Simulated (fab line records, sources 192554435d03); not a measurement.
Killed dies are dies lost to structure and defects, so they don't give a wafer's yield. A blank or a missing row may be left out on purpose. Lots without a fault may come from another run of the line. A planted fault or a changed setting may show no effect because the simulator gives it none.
fab line records | flow n5_finfet
record lots=7 wafers=21 last_day=19
route steps=1938 shown WELL_APT@27 PASSIVATION@1936
lots that met no fault: from a run of the same line without faults
start_h: hours from the record's first day to the start of the lot's first wafer shown | wait_h: hours since the lot's step before | " the same as in the row above | L1.1+2: a row that stands for several wafers | - no value, or no start given | * or withheld: withheld | < > ~ a bound
route shown NAME@n: a module of which the file shows steps, and the number in the route of the first | usual: mean/standard deviation of fault-free wafers | same: alike in all rows | chamber/n: place in a boat | sites: the reading at each site | _std_site: their standard deviation | _edge_site: outer sites' mean less inner sites' | radius_mm: how far each site lies from the wafer's centre | mask NAME#n: copy n | behind: the tool/chamber that last shaped the wafer | hold: why the lot was held/for how many hours/how that ended | device: the transistor (n, p or np) that didn't switch | end of line: the same wafers' tests at the end of the route | a step without rows: its recipe alone | killed: dies lost to structure and defects at the first sort, not the wafer's yield | map: a wafer's dies, x killed, . not, _ none there
set.NAME: the setting as run; set.NAME@STEP: as run at that earlier step | model.NAME: the simulator's own value behind a step, which no gauge read
lots at some steps of the route; a table a step, a row a wafer
services: from which hour (start_h, from the record's first day; less than 0 if before it) a tool's chamber was out of use, for how many hours, and why
## steps
# step N5_WELL_APT_HARDBAKE_12
# recipe temp_c=130 time_s=120
# step N5_WELL_APT_CD_MEAS_08
# recipe target_cd_nm=200 landing_energy_ev=500 detector=se_inlens
# usual cd_nm=200.2/2
# same landing_energy_ev=500
# columns lot.wafer tool chamber start_h wait_h cd_nm
L826.1 cd_sem-01 0 13.84 - 199.3
L826.2 " 0 " " 198.0
L826.4 " 0 " " 199.3
L827.1 cd_sem-01 0 19.68 - 202.8
L827.4 " 0 " " 201.7
L827.6 " 0 " " 200.7
L830.2 cd_sem-01 0 37.73 - 199.4
L830.5 " 0 " " 202.0
L830.6 " 0 " " 200.3
L831.2 cd_sem-03 0 43.92 - 200.1
L831.4 " 0 " " 198.6
L831.5 " 0 " " 196.9
L832.1 cd_sem-01 0 49.76 - 200.6
L832.2 " 0 " " 198.5
L832.4 " 0 " " 197.9
L840.1 cd_sem-02 0 97.58 - 201.3
L840.2 " 0 " " 199.2
L840.4 " 0 " " 200.0
L849.2 cd_sem-01 0 151.83 - 198.3
L849.4 " 0 " " 200.5
L849.5 " 0 " " 202.5
# step N5_WELL_APT_OVL_MEAS_09
# recipe points_per_wafer=44
# usual NWELL_OVL=-4/4.9
# same points_per_wafer=44
# columns lot.wafer tool chamber start_h wait_h NWELL_OVL[nm]
L826.1 overlay-02 0 13.87 0.0 -9
L826.2 " 0 " " -12
L826.4 " 0 " " -5
L827.1 overlay-02 0 19.71 0.0 -4
L827.4 " 0 " " -5
L827.6 " 0 " " -10
L830.2 overlay-02 0 37.76 0.0 -2
L830.5 " 0 " " -7
L830.6 " 0 " " -4
L831.2 overlay-01 0 43.95 0.0 -7
L831.4 " 0 " " -6
L831.5 " 0 " " -9
L832.1 overlay-01 0 49.79 0.0 -1
L832.2 " 0 " " -7
L832.4 " 0 " " -5
L840.1 overlay-01 0 97.62 0.0 -7
L840.2 " 0 " " -5
L840.4 " 0 " " -7
L849.2 overlay-01 0 151.86 0.0 -6
L849.4 " 0 " " -12
L849.5 " 0 " " -4
# step N5_WELL_APT_INSPECT_10
# recipe mode=adi inspect_instrument=macro
# usual raw_defect_count=2.0/1.3
# columns lot.wafer tool chamber start_h wait_h raw_defect_count
L826.1 defect_inspect-02 - 13.90 0.0 2
L826.2 " - " " 1
L826.4 " - " " 2
L827.1 defect_inspect-01 - 19.73 0.0 4
L827.4 " - " " 1
L827.6 " - " " 3
L830.2 defect_inspect-01 - 37.78 0.0 5
L830.5 " - " " 0
L830.6 " - " " 2
L831.2 defect_inspect-01 - 43.97 0.0 3
L831.4 " - " " 4
L831.5 " - " " 1
L832.1 defect_inspect-01 - 49.82 0.0 0
L832.2 " - " " 1
L832.4 " - " " 2
L840.1 defect_inspect-01 - 97.64 0.0 2
L840.2 " - " " 2
L840.4 " - " " 4
L849.2 defect_inspect-02 - 151.88 0.0 2
L849.4 " - " " 2
L849.5 " - " " 4
# step N5_WELL_APT_DESCUM_13
# recipe chemistry=O2 time_s=7.9 source_power_w=50 bias_power_w=20 pressure_mtorr=20 rf_frequency_hz=2.712e+07 temp_c=40 o2_flow_sccm=225
# usual drypump_motor_current_A=5.7/0.45 o2_flow_sccm=225.0/0.68 oes_product_au=0.77/0.084 rf_vpp_V=243.3/1.1 showerhead_plenum_p_Torr=2.11/0.044 temp_c=40.01/0.12 throttle_valve_pct=20.50/0.2
# columns lot.wafer tool chamber start_h wait_h drypump_motor_current_A o2_flow_sccm oes_product_au rf_hours_counter_h rf_vpp_V showerhead_plenum_p_Torr temp_c throttle_valve_pct
L826.1 rie_diel-05 3 14.09 0.2 5.3 226.0 0.69 241 242.2 2.14 39.89 20.45
L826.2 " 1 " " 5.4 224.8 0.78 119 242.7 2.10 39.87 20.54
L826.4 " 0 " " 6.2 223.4 0.76 117 243.5 2.13 39.97 20.70
L827.1 rie_diel-06 1 19.77 0.0 5.8 225.1 0.66 244 244.1 2.13 39.80 20.32
L827.4 " 0 " " 5.8 224.5 0.68 - 244.4 2.14 39.97 20.67
L827.6 " 2 " " 6.3 224.1 0.76 - 243.1 2.08 39.87 20.35
L830.2 rie_diel-06 3 37.81 0.0 5.8 225.9 0.77 128 243.1 2.11 39.77 20.53
L830.5 " 2 " " 6.3 225.4 0.74 - 242.1 2.08 40.13 20.35
L830.6 " 3 " " 5.8 225.5 0.76 - 242.8 2.11 39.97 20.52
L831.2 rie_diel-05 0 44.06 0.1 6.2 225.5 0.75 128 243.3 2.12 39.81 20.72
L831.4 " 2 " " 5.5 224.2 0.71 174 241.2 2.09 39.94 20.43
L831.5 " 1 " " 5.4 225.0 0.77 - 243.3 2.09 39.95 20.55
L832.1 rie_diel-05 2 49.98 0.2 5.5 226.1 0.71 177 243.3 2.09 40.00 20.41
L832.2 " 0 " " 6.2 224.5 0.75 131 242.6 2.12 39.93 20.74
L832.4 " 1 " " 5.4 225.2 0.77 - 242.7 2.09 39.95 20.57
L840.1 rie_diel-05 3 97.76 0.1 5.4 224.7 0.96 5 244.4 2.13 40.10 20.16
L840.2 " 2 " " 5.5 223.9 0.70 190 243.6 2.09 40.06 20.43
L840.4 " 0 " " 6.2 225.7 0.74 142 244.1 2.12 39.97 20.77
L849.2 rie_diel-02 2 151.92 0.0 5.8 224.3 0.87 34 245.7 2.13 39.88 20.38
L849.4 " 0 " " 5.2 225.9 0.70 220 245.8 2.16 39.84 20.82
L849.5 " 3 " " 6.3 225.4 0.99 - 245.9 2.23 39.96 20.24
# step N5_WELL_APT_IMPLANT_14
# recipe species=P energy_kev=160 dose_cm2=1.5e+13 tilt_deg=0 rotation_deg=0
# step N5_WELL_APT_IMPLANT_15
# recipe species=As energy_kev=25 dose_cm2=1.5e+13 tilt_deg=0 rotation_deg=0
# step N5_WELL_APT_STRIP_16
# recipe chemistry=SPM time_s=900 temp_c=130 h2so4_h2o2_vol_ratio=4 dry=ipa_marangoni
# step N5_WELL_APT_HMDS_18
# recipe time_s=60 temp_c=120
# step N5_WELL_APT_COAT_19
# recipe spin_rpm=1357 resist_thk_nm=950
# step N5_WELL_APT_EBR_21
# recipe solvent=PGMEA ebr_width_mm=1.5
# step N5_WELL_APT_SOFTBAKE_20
# recipe temp_c=130 time_s=60
# step N5_WELL_APT_EXPOSE_22
# recipe mask_id=PWELL na=0.8 source_shape=conventional sigma_outer=0.8 polarization=unpolarized defocus_nm=0 target_cd_nm=200 dose_mj=23.2
# columns lot.wafer tool chamber start_h wait_h mask model.WELL_APT.overlay_x_nm
L826.1+2+4 krf_scanner-01 0 14.95 - PWELL#0 3.191
L827.1+4+6 krf_scanner-02 0 20.77 - PWELL#0 -4.056
L830.2+5+6 krf_scanner-02 0 38.83 - PWELL#0 47.08
L831.2+4+5 krf_scanner-02 0 44.92 - PWELL#0 47.8
L832.1+2+4 krf_scanner-02 0 50.84 - PWELL#0 45.96
L840.1+2+4 krf_scanner-01 0 98.77 - PWELL#0 -0.1919
L849.2+4+5 krf_scanner-01 0 152.91 - PWELL#0 -2.313
# step N5_WELL_APT_PEB_23
# recipe peb_temp_c=130 peb_time_s=90
# step N5_WELL_APT_DEVELOP_24
# recipe develop_time_s=45 rinse_liquid=surfactant_rinse dry=air_spin dev_temp_c=21
# step N5_WELL_APT_HARDBAKE_29
# recipe temp_c=130 time_s=120
# step N5_WELL_APT_CD_MEAS_25
# recipe target_cd_nm=200 landing_energy_ev=500 detector=se_inlens
# usual cd_nm=199.3/2.2
# same landing_energy_ev=500
# columns lot.wafer tool chamber start_h wait_h cd_nm
L826.1 cd_sem-01 0 15.12 - 200.1
L826.2 " 0 " " 199.3
L826.4 " 0 " " 201.6
L827.1 cd_sem-03 0 20.94 - 196.6
L827.4 " 0 " " 198.0
L827.6 " 0 " " 198.3
L830.2 cd_sem-02 0 39.00 - 195.9
L830.5 " 0 " " 195.2
L830.6 " 0 " " 198.7
L831.2 cd_sem-03 0 45.09 - 200.1
L831.4 " 0 " " 197.2
L831.5 " 0 " " 198.3
L832.1 cd_sem-03 0 51.01 - 198.0
L832.2 " 0 " " 196.2
L832.4 " 0 " " 200.0
L840.1 cd_sem-01 0 98.94 - 197.1
L840.2 " 0 " " 200.2
L840.4 " 0 " " 199.4
L849.2 cd_sem-01 0 153.07 - 200.1
L849.4 " 0 " " 199.4
L849.5 " 0 " " 201.3
# step N5_WELL_APT_OVL_MEAS_26
# recipe points_per_wafer=44
# usual PWELL_OVL=-8/6.1
# same points_per_wafer=44
# columns lot.wafer tool chamber start_h wait_h PWELL_OVL[nm]
L826.1 overlay-02 0 15.16 0.0 -1
L826.2 " 0 " " -6
L826.4 " 0 " " 0
L827.1 overlay-02 0 20.97 0.0 -16
L827.4 " 0 " " -17
L827.6 " 0 " " -4
L830.2 overlay-02 0 39.03 0.0 35
L830.5 " 0 " " 36
L830.6 " 0 " " 38
L831.2 overlay-01 0 45.12 0.0 38
L831.4 " 0 " " 40
L831.5 " 0 " " 36
L832.1 overlay-02 0 51.04 0.0 44
L832.2 " 0 " " 39
L832.4 " 0 " " 48
L840.1 overlay-02 0 98.97 0.0 -12
L840.2 " 0 " " -10
L840.4 " 0 " " -13
L849.2 overlay-02 0 153.10 0.0 -4
L849.4 " 0 " " -1
L849.5 " 0 " " -8
# step N5_WELL_APT_INSPECT_27
# recipe mode=adi inspect_instrument=macro
# usual raw_defect_count=2.2/1.3
# columns lot.wafer tool chamber start_h wait_h raw_defect_count
L826.1 defect_inspect-01 - 15.18 0.0 3
L826.2 " - " " 0
L826.4 " - " " 1
L827.1 defect_inspect-02 - 20.99 0.0 0
L827.4 " - " " 0
L827.6 " - " " 2
L830.2 defect_inspect-01 - 39.05 0.0 1
L830.5 " - " " 5
L830.6 " - " " 2
L831.2 defect_inspect-01 - 45.14 0.0 2
L831.4 " - " " 1
L831.5 " - " " 1
L832.1 defect_inspect-01 - 51.07 0.0 3
L832.2 " - " " 0
L832.4 " - " " 1
L840.1 defect_inspect-02 - 99.00 0.0 0
L840.2 " - " " 3
L840.4 " - " " 2
L849.2 defect_inspect-02 - 153.13 0.0 3
L849.4 " - " " 3
L849.5 " - " " 2
# step N5_PASSIVATION_PROBE_49
# usual defect_limited_yield=91.6/1.4 killed_at_M0_to_M3=33/10 killed_at_M4_up=13/5.3 killed_at_contacts=13/5.9 killed_at_front_end=36/12 killed_at_other=4/3.1 killed_dies=99/16 killed_open=65/13 killed_short=32/7.3 sort_bin_5_function=4.9/0.9 sort_bin_6_memory=3.1/0.66 sort_bin_8_speed=0.0/0.42 sort_n_pass=1081/17 sort_yield_pct=91.6/1.4
# same gross_dies=1180 killed_at_back_side=0 sort_bin_4_leakage[%]=0
# columns lot.wafer tool chamber start_h wait_h defect_limited_yield[%] killed_at_M0_to_M3 killed_at_M4_up killed_at_contacts killed_at_front_end killed_at_other killed_dies killed_open killed_short sort_bin_5_function[%] sort_bin_6_memory[%] sort_bin_8_speed[%] sort_n_pass sort_yield_pct[%]
L827.1 prober-01 - 312.24 0.0 93.3 24 12 12 23 8 79 53 24 3.1 2.9 0 1101 93.3
L827.4 prober-01 - 312.39 0.2 92.2 47 9 12 23 1 92 63 28 4.4 3.2 0 1088 92.2
L827.6 prober-01 - 312.49 0.3 92.5 24 17 14 29 5 89 48 38 4.6 2.7 0 1091 92.5
# killed by level:class
L827.1 MOL_CONTACT_COAG:geometric_particle:open=8 BEOL_M2:geometric_particle:open=8 FIN_SAQP:geometric_particle:open=4 GATE_CUT:geometric_particle:short=4 MOL_CONTACT_COAG:geometric_particle:short=4 BEOL_M0_SAQP:geometric_particle:short=4 BEOL_M4:geometric_particle:open=4 BEOL_M6:geometric_particle:open=4
L827.4 BEOL_M2:geometric_particle:open=11 MOL_CONTACT_COAG:geometric_particle:open=9 BEOL_M0_SAQP:geometric_particle:short=8 BEOL_M0_SAQP:geometric_particle:open=7 BEOL_M1:geometric_particle:open=6 BEOL_M3:geometric_particle:open=6 STARTING-WAFER:geometric_particle:open=4 BEOL_M3:geometric_particle:short=4
L827.6 MOL_CONTACT_COAG:geometric_particle:open=11 FIN_SAQP:geometric_particle:short=7 BEOL_M4:geometric_particle:open=7 BEOL_M0_SAQP:geometric_particle:short=6 ILD0:geometric_particle:short=4 BEOL_M2:geometric_particle:open=4 BEOL_M3:geometric_particle:short=4 DUMMY_GATE:geometric_particle:open=3
## services
# columns tool chamber start_h hours kind
krf_scanner-01 - -8.45 1.0 pm
krf_scanner-02 - -7.41 1.0 pm
krf_scanner-02 - -6.41 1.3 pm
rie_diel-06 1 5.05 7.9 repair
krf_scanner-01 0 14.17 - calibration
rie_diel-05 3 16.40 6.7 repair
rie_diel-06 3 18.20 6.7 repair
rie_diel-06 1 34.43 - clean
krf_scanner-02 0 45.59 - calibration
rie_diel-05 3 48.11 - clean
rie_diel-05 3 48.11 - consumable_replace:focus_ring
rie_diel-05 3 48.11 14.7 scheduled_down
rie_diel-05 3 48.11 14.7 vent_cycle
rie_diel-05 - 61.93 2.8 pm
rie_diel-05 3 66.19 7.2 repair
krf_scanner-02 - 66.37 0.5 repair
rie_diel-06 0 67.14 4.2 repair
krf_scanner-01 - 74.35 0.8 pm
krf_scanner-02 - 97.04 13.8 repair
rie_diel-02 2 98.10 16.2 repair
krf_scanner-02 - 112.01 1.6 repair
krf_scanner-01 - 117.76 0.9 repair
rie_diel-05 3 118.81 5.5 repair
krf_scanner-01 - 124.95 1.3 pm
## key
first_sign step=N5_WELL_APT_OVL_MEAS_26 reading=PWELL_OVL direction=up sigmas=7.8 usual=-8 struck=39
effect none on later readings
model_effect step=N5_WELL_APT_EXPOSE_22 value=WELL_APT.overlay_x_nm without=-1.976 struck=46.95
met_at N5_WELL_APT_EXPOSE_22
struck_wafers L830.2,L830.5,L830.6,L831.2,L831.4,L831.5,L832.1,L832.2,L832.4
rows_end L830.2,L830.5,L830.6,L831.2,L831.4,L831.5,L832.1
onset_between 20.77 38.83
fault kind=scanner_matching_overlay tool=krf_scanner-02 chamber=- onset_h=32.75 steps=N5_WELL_APT_EXPOSE_22 offset=48.922
# rows_end: these wafers met a further fault down the route, and their rows from its step on are left out
